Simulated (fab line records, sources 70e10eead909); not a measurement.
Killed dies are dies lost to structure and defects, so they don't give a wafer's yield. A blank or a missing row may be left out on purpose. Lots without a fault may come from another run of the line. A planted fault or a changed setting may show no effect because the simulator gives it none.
Which tool did it? | flow nand_harc | 24 lots, 72 wafers sampled, at 6 steps of a route of 1159

WHAT THE GAUGES READ, wafer by wafer
The record holds no reading of a measuring or inspecting step that can be judged against a usual standard deviation.

WHICH TOOL RAN EACH LOT (tool, then ch and the chambers of the sampled wafers, then the start)
lot  | NHARC_A_STAIRCASE_ETCH_203                    | NHARC_A_STAIRCASE_STRIP_205          | NHARC_A_STAIRCASE_ETCH_221                    | NHARC_A_STAIRCASE_HM_DEP_456  | NHARC_A_STAIRCASE_ETCH_452                    | NHARC_A_STAIRCASE_DESCUM_312
L074 | rie_diel-01 ch 0,2, day 10 12:34 or earlier   | plasma_asher-01 ch 0,1, day 10 12:34 | rie_diel-01 ch 1,2, day 10 21:08 or earlier   | acl_dep-02 ch 0, day 10 21:08 | rie_diel-10 ch 0,2,3, day 11 05:13 or earlier | rie_diel-09 ch 0,2, day 11 05:13
L075 | rie_diel-01 ch 0,3, day 11 14:23 or earlier   | plasma_asher-02 ch 0, day 11 14:23   | rie_diel-01 ch 2,3, day 11 21:42 or earlier   | acl_dep-03 ch 0, day 11 21:42 | rie_diel-10 ch 1,2, day 12 06:05 or earlier   | rie_diel-01 ch 0,2,3, day 12 06:05
L076 | rie_diel-01 ch 0,2,3, day 11 14:46 or earlier | plasma_asher-01 ch 0, day 11 14:46   | rie_diel-01 ch 0,1,2, day 11 21:25 or earlier | acl_dep-01 ch 0, day 11 21:25 | rie_diel-10 ch 0,2,3, day 12 04:59 or earlier | rie_diel-09 ch 0,1,3, day 12 04:59
L077 | rie_diel-10 ch 1,2, day 11 15:07 or earlier   | plasma_asher-02 ch 0,1, day 11 15:07 | rie_diel-10 ch 0,1,3, day 12 01:29 or earlier | acl_dep-01 ch 0, day 12 01:29 | rie_diel-01 ch 2,3, day 12 09:22 or earlier   | rie_diel-10 ch 1,3, day 12 09:22
L078 | rie_diel-09 ch 2,3, day 12 04:11 or earlier   | plasma_asher-02 ch 0,1, day 12 04:11 | rie_diel-10 ch 0,1,3, day 12 13:15 or earlier | acl_dep-02 ch 0, day 12 13:15 | rie_diel-01 ch 1,2,3, day 12 22:26 or earlier | rie_diel-01 ch 0,1, day 12 22:26
L079 | rie_diel-10 ch 0,1,2, day 12 04:47 or earlier | plasma_asher-01 ch 0,1, day 12 04:47 | rie_diel-09 ch 0,1,2, day 12 14:30 or earlier | acl_dep-01 ch 0, day 12 14:30 | rie_diel-10 ch 0,1,2, day 12 23:25 or earlier | rie_diel-10 ch 0,1,3, day 12 23:25
L080 | rie_diel-09 ch 0,2,3, day 12 13:34 or earlier | plasma_asher-02 ch 0, day 12 13:34   | rie_diel-09 ch 0,2,3, day 13 03:04 or earlier | acl_dep-03 ch 0, day 13 03:04 | rie_diel-09 ch 0,2,3, day 13 15:14 or earlier | rie_diel-01 ch 2,3, day 13 15:14
L081 | rie_diel-01 ch 0,2,3, day 12 14:15 or earlier | plasma_asher-02 ch 1, day 12 14:15   | rie_diel-10 ch 0,2,3, day 13 02:23 or earlier | acl_dep-02 ch 0, day 13 02:23 | rie_diel-01 ch 1,2,3, day 13 14:52 or earlier | rie_diel-09 ch 0,1,3, day 13 14:52
L082 | rie_diel-10 ch 2,3, day 13 05:08 or earlier   | plasma_asher-01 ch 0,1, day 13 05:08 | rie_diel-10 ch 0,1,3, day 13 20:37 or earlier | acl_dep-01 ch 0, day 13 20:37 | rie_diel-01 ch 0,2, day 14 04:54 or earlier   | rie_diel-10 ch 0,1, day 14 04:54
L083 | rie_diel-01 ch 0,3, day 13 13:47 or earlier   | plasma_asher-02 ch 0, day 13 13:47   | rie_diel-10 ch 0,1,3, day 13 23:05 or earlier | acl_dep-01 ch 0, day 13 23:05 | rie_diel-10 ch 0,2,3, day 14 08:32 or earlier | rie_diel-09 ch 1,2, day 14 08:32
L084 | rie_diel-01 ch 0,2, day 13 14:17 or earlier   | plasma_asher-01 ch 0,1, day 13 14:17 | rie_diel-09 ch 0,1,3, day 14 00:54 or earlier | acl_dep-02 ch 0, day 14 00:54 | rie_diel-09 ch 0,3, day 14 09:31 or earlier   | rie_diel-09 ch 2,3, day 14 09:31
L085 | rie_diel-09 ch 1,2,3, day 14 07:47 or earlier | plasma_asher-01 ch 0,1, day 14 07:47 | rie_diel-09 ch 0,1,2, day 14 14:42 or earlier | acl_dep-01 ch 0, day 14 14:42 | rie_diel-09 ch 0,1,2, day 14 22:43 or earlier | rie_diel-09 ch 1,2,3, day 14 22:43
L088 | rie_diel-01 ch 0,3, day 14 14:47 or earlier   | plasma_asher-02 ch 0,1, day 14 14:47 | rie_diel-01 ch 0,2,3, day 14 21:50 or earlier | acl_dep-01 ch 0, day 14 21:50 | rie_diel-10 ch 1,2,3, day 15 07:04 or earlier | rie_diel-09 ch 1,2,3, day 15 07:04
L087 | rie_diel-01 ch 0,1, day 14 15:01 or earlier   | plasma_asher-02 ch 0,1, day 14 15:01 | rie_diel-01 ch 0,2, day 14 22:08 or earlier   | acl_dep-03 ch 0, day 14 22:08 | rie_diel-10 ch 0,1, day 15 08:10 or earlier   | rie_diel-01 ch 0,1,2, day 15 08:10
L086 | rie_diel-01 ch 0,2,3, day 14 18:55 or earlier | plasma_asher-02 ch 0,1, day 14 18:55 | rie_diel-10 ch 2,3, day 15 01:56 or earlier   | acl_dep-01 ch 0, day 15 01:56 | rie_diel-09 ch 0,2, day 15 10:43 or earlier   | rie_diel-10 ch 1,2, day 15 10:43
L092 | rie_diel-01 ch 0,2,3, day 15 03:17 or earlier | plasma_asher-02 ch 0,1, day 15 03:17 | rie_diel-10 ch 0,1,3, day 15 10:11 or earlier | acl_dep-01 ch 0, day 15 10:11 | rie_diel-01 ch 0,1,3, day 15 19:01 or earlier | rie_diel-09 ch 0,1,2, day 15 19:01
L090 | rie_diel-10 ch 0,3, day 15 06:39 or earlier   | plasma_asher-01 ch 0,1, day 15 06:39 | rie_diel-01 ch 2,3, day 15 13:58 or earlier   | acl_dep-03 ch 0, day 15 13:58 | rie_diel-01 ch 0,1,2, day 15 23:05 or earlier | rie_diel-01 ch 2,3, day 15 23:05
L089 | rie_diel-09 ch 1,2,3, day 15 06:40 or earlier | plasma_asher-02 ch 0,1, day 15 06:40 | rie_diel-01 ch 1,3, day 15 13:49 or earlier   | acl_dep-01 ch 0, day 15 13:49 | rie_diel-09 ch 0,1, day 15 23:16 or earlier   | rie_diel-01 ch 0,2,3, day 15 23:16
L091 | rie_diel-01 ch 0,1,3, day 15 07:13 or earlier | plasma_asher-01 ch 0,1, day 15 07:13 | rie_diel-09 ch 0,1,3, day 15 15:30 or earlier | acl_dep-03 ch 0, day 15 15:30 | rie_diel-01 ch 0,1,3, day 16 02:48 or earlier | rie_diel-09 ch 0,2, day 16 02:48
L093 | rie_diel-09 ch 0,2,3, day 16 04:54 or earlier | plasma_asher-01 ch 0,1, day 16 04:54 | rie_diel-09 ch 1,2, day 16 12:04 or earlier   | acl_dep-03 ch 0, day 16 12:04 | rie_diel-01 ch 0,2,3, day 16 20:53 or earlier | rie_diel-09 ch 0,1,3, day 16 20:53
L094 | rie_diel-09 ch 0,1,3, day 16 05:11 or earlier | plasma_asher-01 ch 0,1, day 16 05:11 | rie_diel-01 ch 0,1,2, day 16 12:46 or earlier | acl_dep-02 ch 0, day 16 12:46 | rie_diel-10 ch 1,2,3, day 16 21:02 or earlier | rie_diel-10 ch 0,2,3, day 16 21:02
L095 | rie_diel-10 ch 0,2,3, day 16 06:50 or earlier | plasma_asher-01 ch 0,1, day 16 06:50 | rie_diel-09 ch 0,1,2, day 16 13:55 or earlier | acl_dep-03 ch 0, day 16 13:55 | rie_diel-10 ch 1,2,3, day 16 23:13 or earlier | rie_diel-10 ch 0,1,3, day 16 23:13
L097 | rie_diel-01 ch 0,1,3, day 16 15:49 or earlier | plasma_asher-02 ch 0,1, day 16 15:49 | rie_diel-09 ch 1,2,3, day 17 00:16 or earlier | acl_dep-03 ch 0, day 17 00:16 | rie_diel-01 ch 1,2,3, day 17 08:05 or earlier | rie_diel-01 ch 0,2, day 17 08:05
L096 | rie_diel-01 ch 0,1,3, day 17 00:18 or earlier | plasma_asher-02 ch 0,1, day 17 00:18 | rie_diel-10 ch 0,1,3, day 17 08:14 or earlier | acl_dep-02 ch 0, day 17 08:14 | rie_diel-01 ch 1,2, day 17 19:58 or earlier   | rie_diel-01 ch 1,2,3, day 17 19:58
- NHARC_A_STAIRCASE_ETCH_203: etches the open film in C4F8/O2, target depth 100 nm, time 40.5 s.
- NHARC_A_STAIRCASE_STRIP_205: strips in O2.
- NHARC_A_STAIRCASE_ETCH_221: etches the open film in C4F8/O2, target depth 100 nm, time 40.5 s.
- NHARC_A_STAIRCASE_HM_DEP_456: deposits aC, target thk 1500 nm.
- NHARC_A_STAIRCASE_ETCH_452: etches the open film in CF4/O2, target depth 30 nm, overetch 3 nm, time 16.5 s.
- NHARC_A_STAIRCASE_DESCUM_312: chemistry O2, time 3 s.

WHAT THE TOOLS THEMSELVES READ (means of the sampled wafers that have a number; where no wafer has one, the mark that the record gives instead)
NHARC_A_STAIRCASE_ETCH_203. Usual: oes_product_au 0.939 a.u., standard deviation 0.015; rf_vpp_V 899 V, standard deviation 5.3.
lot  | tool        | oes_product_au (a.u.) | rf_vpp_V (V) | flag
L074 | rie_diel-01 | 0.951                 | 896          |
L075 | rie_diel-01 | 0.927                 | 901          |
L076 | rie_diel-01 | 0.953                 | 896          |
L077 | rie_diel-10 | 0.945                 | 901          |
L078 | rie_diel-09 | 0.952                 | 904          |
L079 | rie_diel-10 | 0.939                 | 899          |
L080 | rie_diel-09 | 0.943                 | 902          |
L081 | rie_diel-01 | 0.934                 | 897          |
L082 | rie_diel-10 | 0.936                 | 905          |
L083 | rie_diel-01 | 0.922                 | 901          |
L084 | rie_diel-01 | 0.950                 | 892          |
L085 | rie_diel-09 | 0.948                 | 901          |
L088 | rie_diel-01 | 0.947                 | 900          |
L087 | rie_diel-01 | 0.933                 | 900          |
L086 | rie_diel-01 | 0.948                 | 896          |
L092 | rie_diel-01 | 0.932                 | 896          |
L090 | rie_diel-10 | 0.930                 | 901          |
L089 | rie_diel-09 | 0.925                 | 901          |
L091 | rie_diel-01 | 0.939                 | 900          |
L093 | rie_diel-09 | 0.928                 | 901          |
L094 | rie_diel-09 | 0.923                 | 899          |
L095 | rie_diel-10 | 0.940                 | 901          |
L097 | rie_diel-01 | 0.944                 | 899          |
L096 | rie_diel-01 | 0.956                 | 899          |

NHARC_A_STAIRCASE_STRIP_205. Usual: drypump_motor_current_A 5.6 A, standard deviation 0.32; heater_power_w 322 W, standard deviation 24.
lot  | tool            | drypump_motor_current_A (A) | heater_power_w (W) | flag
L074 | plasma_asher-01 | 5.9                         | 318                |
L075 | plasma_asher-02 | 5.2                         | 338                |
L076 | plasma_asher-01 | 5.4                         | 353                |
L077 | plasma_asher-02 | 5.5                         | 312                |
L078 | plasma_asher-02 | 5.6                         | 310                |
L079 | plasma_asher-01 | 5.8                         | 315                |
L080 | plasma_asher-02 | 5.2                         | 343                |
L081 | plasma_asher-02 | 5.7                         | 293                |
L082 | plasma_asher-01 | 5.8                         | 324                |
L083 | plasma_asher-02 | 5.3                         | 344                |
L084 | plasma_asher-01 | 5.6                         | 339                |
L085 | plasma_asher-01 | 5.6                         | 342                |
L088 | plasma_asher-02 | 5.4                         | 324                |
L087 | plasma_asher-02 | 5.4                         | 327                |
L086 | plasma_asher-02 | 5.3                         | 327                |
L092 | plasma_asher-02 | 5.4                         | 322                |
L090 | plasma_asher-01 | 5.6                         | 337                |
L089 | plasma_asher-02 | 5.4                         | 326                |
L091 | plasma_asher-01 | 5.9                         | 328                |
L093 | plasma_asher-01 | 5.9                         | 332                |
L094 | plasma_asher-01 | 5.8                         | 325                |
L095 | plasma_asher-01 | 5.9                         | 325                |
L097 | plasma_asher-02 | 5.4                         | 309                |
L096 | plasma_asher-02 | 5.5                         | 303                |

NHARC_A_STAIRCASE_ETCH_221. Usual: oes_product_au 0.934 a.u., standard deviation 0.017; rf_vpp_V 899 V, standard deviation 5.
lot  | tool        | oes_product_au (a.u.) | rf_vpp_V (V) | flag
L074 | rie_diel-01 | 0.954                 | 891          |
L075 | rie_diel-01 | 0.934                 | 893          |
L076 | rie_diel-01 | 0.940                 | 896          |
L077 | rie_diel-10 | 0.937                 | 900          |
L078 | rie_diel-10 | 0.923                 | 899          |
L079 | rie_diel-09 | 0.937                 | 900          |
L080 | rie_diel-09 | 0.948                 | 901          |
L081 | rie_diel-10 | 0.935                 | 901          |
L082 | rie_diel-10 | 0.924                 | 900          |
L083 | rie_diel-10 | 0.932                 | 898          |
L084 | rie_diel-09 | 0.931                 | 899          |
L085 | rie_diel-09 | 0.923                 | 900          |
L088 | rie_diel-01 | 0.937                 | 896          |
L087 | rie_diel-01 | 0.921                 | 891          |
L086 | rie_diel-10 | 0.916                 | 905          |
L092 | rie_diel-10 | 0.907                 | 900          |
L090 | rie_diel-01 | 0.928                 | 891          |
L089 | rie_diel-01 | 0.931                 | 900          |
L091 | rie_diel-09 | 0.943                 | 899          |
L093 | rie_diel-09 | 0.937                 | 901          |
L094 | rie_diel-01 | 0.951                 | 896          |
L095 | rie_diel-09 | 0.932                 | 899          |
L097 | rie_diel-09 | 0.942                 | 901          |
L096 | rie_diel-10 | 0.934                 | 899          |

NHARC_A_STAIRCASE_HM_DEP_456. Usual: throttle_valve_pct 34.999 %, standard deviation 0.009.
lot  | tool       | throttle_valve_pct (%) | flag
L074 | acl_dep-02 | 34.996                 |
L075 | acl_dep-03 | 35.006                 |
L076 | acl_dep-01 | 34.994                 |
L077 | acl_dep-01 | 34.996                 |
L078 | acl_dep-02 | 34.997                 |
L079 | acl_dep-01 | 34.998                 |
L080 | acl_dep-03 | 35.000                 |
L081 | acl_dep-02 | 34.995                 |
L082 | acl_dep-01 | 34.995                 |
L083 | acl_dep-01 | 34.998                 |
L084 | acl_dep-02 | 35.003                 |
L085 | acl_dep-01 | 34.995                 |
L088 | acl_dep-01 | 34.999                 |
L087 | acl_dep-03 | 35.001                 |
L086 | acl_dep-01 | 34.999                 |
L092 | acl_dep-01 | 34.992                 |
L090 | acl_dep-03 | 34.997                 |
L089 | acl_dep-01 | 34.997                 |
L091 | acl_dep-03 | 35.003                 |
L093 | acl_dep-03 | 34.994                 |
L094 | acl_dep-02 | 35.000                 |
L095 | acl_dep-03 | 35.001                 |
L097 | acl_dep-03 | 34.999                 |
L096 | acl_dep-02 | 35.000                 |

NHARC_A_STAIRCASE_ETCH_452. Usual: cf4_flow_sccm 80.0 sccm, standard deviation 0.34; drypump_motor_current_A 5.7 A, standard deviation 0.46; oes_ar_750_au 0.999 a.u., standard deviation 0.0045; oes_product_au 0.996 a.u., standard deviation 0.014; rf_vpp_V 198.5 V, standard deviation 1.3; showerhead_plenum_p_Torr 1.37 Torr, standard deviation 0.054; throttle_valve_pct 13.398 %, standard deviation 0.0095.
lot  | tool        | cf4_flow_sccm (sccm) | drypump_motor_current_A (A) | oes_ar_750_au (a.u.) | oes_product_au (a.u.) | rf_vpp_V (V) | showerhead_plenum_p_Torr (Torr) | throttle_valve_pct (%) | flag
L074 | rie_diel-10 | 80.1                 | 5.9                         | 1.003                | 0.986                 | 199.1        | 1.40                            | 13.395                 |
L075 | rie_diel-10 | 80.2                 | 6.1                         | 0.996                | 0.993                 | 198.7        | 1.38                            | 13.401                 |
L076 | rie_diel-10 | 79.8                 | 5.9                         | 1.000                | 0.992                 | 199.4        | 1.40                            | 13.397                 |
L077 | rie_diel-01 | 79.9                 | 6.0                         | 1.000                | 0.989                 | 196.9        | 1.29                            | 13.396                 |
L078 | rie_diel-01 | 79.9                 | 5.8                         | 0.997                | 0.998                 | 197.8        | 1.33                            | 13.400                 |
L079 | rie_diel-10 | 80.0                 | 6.1                         | 0.996                | 0.995                 | 198.8        | 1.37                            | 13.395                 |
L080 | rie_diel-09 | 79.8                 | 5.6                         | 0.996                | 0.992                 | 199.9        | 1.40                            | 13.400                 |
L081 | rie_diel-01 | 80.0                 | 5.9                         | 1.001                | 1.000                 | 197.5        | 1.33                            | 13.402                 |
L082 | rie_diel-01 | 79.8                 | 5.5                         | 0.997                | 1.004                 | 198.2        | 1.34                            | 13.398                 |
L083 | rie_diel-10 | 79.9                 | 5.9                         | 1.001                | 0.987                 | 198.5        | 1.40                            | 13.411                 |
L084 | rie_diel-09 | 80.0                 | 5.4                         | 1.002                | 0.995                 | 198.9        | 1.39                            | 13.391                 |
L085 | rie_diel-09 | 80.1                 | 5.8                         | 0.996                | 0.989                 | 198.8        | 1.38                            | 13.397                 |
L088 | rie_diel-10 | 80.0                 | 5.8                         | 0.997                | 0.988                 | 199.3        | 1.40                            | 13.396                 |
L087 | rie_diel-10 | 80.0                 | 5.9                         | 0.996                | 0.994                 | 198.4        | 1.34                            | 13.393                 |
L086 | rie_diel-09 | 79.8                 | 5.8                         | 0.996                | 0.986                 | 198.5        | 1.41                            | 13.400                 |
L092 | rie_diel-01 | 80.0                 | 5.5                         | 0.997                | 1.005                 | 198.1        | 1.38                            | 13.396                 |
L090 | rie_diel-01 | 80.2                 | 5.7                         | 1.000                | 0.995                 | 197.7        | 1.33                            | 13.406                 |
L089 | rie_diel-09 | 79.9                 | 5.8                         | 1.001                | 0.974                 | 197.2        | 1.35                            | 13.400                 |
L091 | rie_diel-01 | 79.8                 | 5.5                         | 1.003                | 1.009                 | 198.9        | 1.38                            | 13.404                 |
L093 | rie_diel-01 | 79.9                 | 5.7                         | 0.999                | 1.007                 | 197.7        | 1.33                            | 13.395                 |
L094 | rie_diel-10 | 80.1                 | 5.8                         | 0.998                | 0.997                 | 199.3        | 1.40                            | 13.401                 |
L095 | rie_diel-10 | 79.9                 | 5.8                         | 1.002                | 0.996                 | 198.8        | 1.40                            | 13.395                 |
L097 | rie_diel-01 | 80.0                 | 5.8                         | 1.002                | 0.992                 | 197.0        | 1.33                            | 13.396                 |
L096 | rie_diel-01 | 79.9                 | 6.1                         | 1.003                | 0.994                 | 197.0        | 1.28                            | 13.394                 |

NHARC_A_STAIRCASE_DESCUM_312. Usual: drypump_motor_current_A 5.7 A, standard deviation 0.42; oes_product_au 0.996 a.u., standard deviation 0.015; rf_vpp_V 57.9 V, standard deviation 0.9; showerhead_plenum_p_Torr 1.97 Torr, standard deviation 0.074; throttle_valve_pct 11.312 %, standard deviation 0.01.
lot  | tool        | drypump_motor_current_A (A) | oes_product_au (a.u.) | rf_vpp_V (V) | showerhead_plenum_p_Torr (Torr) | throttle_valve_pct (%) | flag
L074 | rie_diel-09 | 5.9                         | 0.998                 | 57.7         | 2.03                            | 11.307                 |
L075 | rie_diel-01 | 5.7                         | 1.000                 | 57.7         | 1.92                            | 11.314                 |
L076 | rie_diel-09 | 5.6                         | 0.997                 | 58.0         | 1.97                            | 11.314                 |
L077 | rie_diel-10 | 5.2                         | 0.992                 | 57.9         | 2.02                            | 11.309                 |
L078 | rie_diel-01 | 5.4                         | 1.005                 | 58.0         | 1.98                            | 11.311                 |
L079 | rie_diel-10 | 5.6                         | 0.985                 | 58.2         | 1.96                            | 11.317                 |
L080 | rie_diel-01 | 5.8                         | 0.977                 | 57.6         | 1.91                            | 11.306                 |
L081 | rie_diel-09 | 5.6                         | 0.998                 | 58.5         | 1.97                            | 11.307                 |
L082 | rie_diel-10 | 5.9                         | 0.991                 | 57.1         | 1.92                            | 11.310                 |
L083 | rie_diel-09 | 5.8                         | 0.994                 | 58.5         | 1.97                            | 11.313                 |
L084 | rie_diel-09 | 5.3                         | 0.994                 | 58.8         | 2.02                            | 11.317                 |
L085 | rie_diel-09 | 5.6                         | 0.999                 | 57.7         | 1.99                            | 11.313                 |
L088 | rie_diel-09 | 5.6                         | 0.998                 | 58.3         | 1.99                            | 11.303                 |
L087 | rie_diel-01 | 5.7                         | 0.997                 | 57.7         | 1.91                            | 11.311                 |
L086 | rie_diel-10 | 6.3                         | 0.989                 | 57.7         | 2.02                            | 11.304                 |
L092 | rie_diel-09 | 5.8                         | 0.983                 | 58.4         | 1.97                            | 11.309                 |
L090 | rie_diel-01 | 6.0                         | 0.999                 | 56.4         | 1.84                            | 11.313                 |
L089 | rie_diel-01 | 5.7                         | 1.008                 | 57.9         | 1.91                            | 11.308                 |
L091 | rie_diel-09 | 5.8                         | 0.979                 | 57.3         | 2.01                            | 11.318                 |
L093 | rie_diel-09 | 5.6                         | 0.986                 | 57.8         | 1.96                            | 11.307                 |
L094 | rie_diel-10 | 5.9                         | 1.008                 | 58.4         | 1.99                            | 11.315                 |
L095 | rie_diel-10 | 5.6                         | 1.005                 | 58.5         | 1.95                            | 11.325                 |
L097 | rie_diel-01 | 5.9                         | 1.000                 | 58.1         | 1.84                            | 11.309                 |
L096 | rie_diel-01 | 5.9                         | 1.001                 | 57.2         | 1.90                            | 11.311                 |

THE ANSWER, worked out from the rows above alone
Rule: a lot is off if the mean of its wafers that have a number lies more than 3 standard deviations from the usual mean. A lot without any number at a reading at which 4 lots or more have one is off too. The other lots that the step has rows for count as sound. The gauges are gone through in route order, then the tools' own readings, and for those a lot's mean is taken as printed above. The first step at which some lot is off is used, and at that step the reading that is off furthest; a lot without a number counts as furthest.
No lot is off at any reading shown: from this, nothing can be told.

WHAT THE SIMULATOR HAD PUT IN
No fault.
